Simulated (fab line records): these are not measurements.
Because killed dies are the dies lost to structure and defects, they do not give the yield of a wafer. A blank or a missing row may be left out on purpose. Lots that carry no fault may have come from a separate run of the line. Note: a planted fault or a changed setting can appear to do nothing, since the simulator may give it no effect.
Which tool did it? :: flow n5 finfet :: Sampling: 9 lots, 27 wafers, 5 of 1938 route steps

== WHAT THE GAUGES SHOWED, per wafer ==
N5_BEOL_M4_RC_MEAS_101.
lot: L556
measured: day 7 17:22
on: prober-01
RS_NWELL (ohm/sq): 1033 1034 1038

lot: L559
measured: day 8 17:45
on: prober-02
RS_NWELL (ohm/sq): 1034 1030 1016

lot: L561
measured: day 9 00:22
on: prober-01
RS_NWELL (ohm/sq): 1046 1041 1039

lot: L564
measured: day 10 00:22
on: prober-01
RS_NWELL (ohm/sq): 1041 1053 1041

lot: L571
measured: day 12 02:37
on: prober-01
RS_NWELL (ohm/sq): 1220 1231 1213

lot: L573
measured: day 12 12:56
on: prober-02
RS_NWELL (ohm/sq): 1215 1215 1208

lot: L574
measured: day 13 08:08
on: prober-02
RS_NWELL (ohm/sq): 1040 1038 1038

lot: L577
measured: day 13 17:27
on: prober-01
RS_NWELL (ohm/sq): 1042 1036 1034

lot: L579
measured: day 14 13:20
on: prober-01
RS_NWELL (ohm/sq): 1042 1039 1031

== EACH LOT AND THE TOOL THAT RAN IT (in order: tool; ch and the chambers of the sampled wafers; start) ==
lot: L556
N5_ZERO_LAYER_ETCH_17: rie diel-03 ch 1,2,3, day 1 12:52
N5_WELL_APT_DESCUM_13: rie diel-04 ch 0,3, day 1 13:48
N5_WELL_APT_IMPLANT_14: implanter-01 ch 0, day 1 13:58
N5_PMOS_HMC_CHANNEL_EPI_ETCH_32: rie diel-02 ch 1,2, day 1 17:53

lot: L559
N5_ZERO_LAYER_ETCH_17: rie diel-02 ch 1,2, day 2 07:08
N5_WELL_APT_DESCUM_13: rie diel-05 ch 0,2, day 2 08:04
N5_WELL_APT_IMPLANT_14: implanter-02 ch 0, day 2 08:10
N5_PMOS_HMC_CHANNEL_EPI_ETCH_32: rie diel-03 ch 1,2,3, day 2 11:34

lot: L561
N5_ZERO_LAYER_ETCH_17: rie diel-03 ch 0,2,3, day 2 18:52
N5_WELL_APT_DESCUM_13: rie diel-04 ch 1,2,3, day 2 19:58
N5_WELL_APT_IMPLANT_14: implanter-01 ch 0, day 2 20:04
N5_PMOS_HMC_CHANNEL_EPI_ETCH_32: rie diel-03 ch 0,2,3, day 3 00:05

lot: L564
N5_ZERO_LAYER_ETCH_17: rie diel-01 ch 2,3, day 3 13:02
N5_WELL_APT_DESCUM_13: rie diel-06 ch 0,1,3, day 3 14:12
N5_WELL_APT_IMPLANT_14: implanter-01 ch 0, day 3 14:22
N5_PMOS_HMC_CHANNEL_EPI_ETCH_32: rie diel-01 ch 1,2,3, day 3 18:56

lot: L571
N5_ZERO_LAYER_ETCH_17: rie diel-01 ch 0,1,3, day 5 06:43
N5_WELL_APT_DESCUM_13: rie diel-05 ch 0,1,2, day 5 07:46
N5_WELL_APT_IMPLANT_14: implanter-01 ch 0, day 5 07:52
N5_PMOS_HMC_CHANNEL_EPI_ETCH_32: rie diel-01 ch 0,1,3, day 5 11:21

lot: L573
N5_ZERO_LAYER_ETCH_17: rie diel-01 ch 1,2, day 5 18:54
N5_WELL_APT_DESCUM_13: rie diel-04 ch 2,3, day 5 20:00
N5_WELL_APT_IMPLANT_14: implanter-01 ch 0, day 5 20:06
N5_PMOS_HMC_CHANNEL_EPI_ETCH_32: rie diel-02 ch 0,1,3, day 5 23:32

lot: L574
N5_ZERO_LAYER_ETCH_17: rie diel-02 ch 1,2,3, day 6 00:43
N5_WELL_APT_DESCUM_13: rie diel-06 ch 1,2, day 6 01:40
N5_WELL_APT_IMPLANT_14: implanter-02 ch 0, day 6 01:46
N5_PMOS_HMC_CHANNEL_EPI_ETCH_32: rie diel-01 ch 0,1,2, day 6 05:18

lot: L577
N5_ZERO_LAYER_ETCH_17: rie diel-02 ch 0,1,2, day 6 18:43
N5_WELL_APT_DESCUM_13: rie diel-06 ch 0,3, day 6 19:49
N5_WELL_APT_IMPLANT_14: implanter-02 ch 0, day 6 19:58
N5_PMOS_HMC_CHANNEL_EPI_ETCH_32: rie diel-01 ch 1,2, day 6 23:29

lot: L579
N5_ZERO_LAYER_ETCH_17: rie diel-01 ch 0,3, day 7 07:06
N5_WELL_APT_DESCUM_13: rie diel-04 ch 1,2, day 7 09:17
N5_WELL_APT_IMPLANT_14: implanter-02 ch 0, day 7 09:23
N5_PMOS_HMC_CHANNEL_EPI_ETCH_32: rie diel-02 ch 0,1,2, day 7 12:38
- N5_ZERO_LAYER_ETCH_17: etches SiO2 in CF4, target depth 12 nm, time 13.3 s.
- N5_WELL_APT_DESCUM_13: chemistry O2, time 7.9 s.
- N5_WELL_APT_IMPLANT_14
- N5_PMOS_HMC_CHANNEL_EPI_ETCH_32: etches BARC in N2/H2, stops on SiO2, target depth 85.8 nm, time 50.3 s.

== THE ANSWER, worked out from the rows above alone ==
Rule: the usual values come from the lots themselves. Put in order of their means at a reading, lots are off if they are a third of the lots or fewer, leave a main group of 4 or more, and stand apart from it by a gap of 3 or more times the standard deviation of the main group's means; of several such gaps the widest counts. A main group whose means are all the same, to the digits that the tables above print for the reading, isn't used. A lot without any number at a reading at which 4 lots or more have one is off too. The other lots that the step has rows for count as sound.
Off: L571, L573, at N5_BEOL_M4_RC_MEAS_101 (RS_NWELL). Main group: mean 1037 ohm/sq, sd 5.4.
If a tool, at a process step before that reading, ran all the lots that are off and no sound lot after the first of them, it fits. The gauges at N5_BEOL_M4_RC_MEAS_101 are tried like those tools. One candidate fits, namely implanter-01 at N5_WELL_APT_IMPLANT_14. A fault onset in the window from L564 (day 3 14:22, its last sound lot) to L571 (day 5 07:52, its first lot off) fits.

== WHAT THE SIMULATOR PUT IN ==
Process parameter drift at N5_WELL_APT_IMPLANT_14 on implanter-01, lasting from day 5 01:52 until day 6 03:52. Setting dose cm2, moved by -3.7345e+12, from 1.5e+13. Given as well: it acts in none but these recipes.
Lots struck among those shown: L571, L573. The rule above found the same.
